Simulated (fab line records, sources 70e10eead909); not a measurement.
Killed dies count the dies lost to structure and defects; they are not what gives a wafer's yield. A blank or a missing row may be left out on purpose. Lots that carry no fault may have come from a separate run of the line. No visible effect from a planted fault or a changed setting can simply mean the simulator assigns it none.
Chamber matching    flow nand_harc    pecvd-01 running NHARC_A_STAIRCASE_DEP_151: 3 sister chambers
The step deposits SiO2, target thk 7200 nm. 3 wafers are shown with their chamber, then 8 later ones without.

## WAFERS, EACH WITH ITS CHAMBER
wafer   chamber  heater_power_w (W)
L094.4  1        611
L094.6  2        527
L096.1  0        855

## WAFERS WITHOUT THEIR CHAMBER
wafer   heater_power_w (W)
L096.2  629
L096.3  738
L095.1  603
L095.2  920
L095.5  773
L097.2  597
L097.3  818
L097.5  540

## THE CHAMBER EACH PASSED THROUGH
wafer   from the rows above           in truth
L096.2  can't be placed: 1 or 2       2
L096.3  can't be placed: 0 or 1 or 2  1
L095.1  can't be placed: 1 or 2       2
L095.2  0                             0
L095.5  can't be placed: 0 or 1       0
L097.2  can't be placed: 1 or 2       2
L097.3  0                             0
L097.5  can't be placed: 2 or 1       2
Correctly placed: 2 of 8. Not placeable from these rows: 6 (in 6, the candidates include the true chamber). Number placed wrongly: 0.
How it was worked out, from the rows above alone: a wafer's distance from a chamber is the root of the sum, over the readings, of the square of ((its reading less the chamber's mean) divided by the reading's scatter). If the next closest chamber is less than 2 further off than the closest, the wafer can't be placed; otherwise it belongs to the closest. Each chamber's mean is taken over the wafers shown for it. The scatter: root of mean squared gap, hidden wafer to nearest shown wafer, with one shown wafer a chamber.
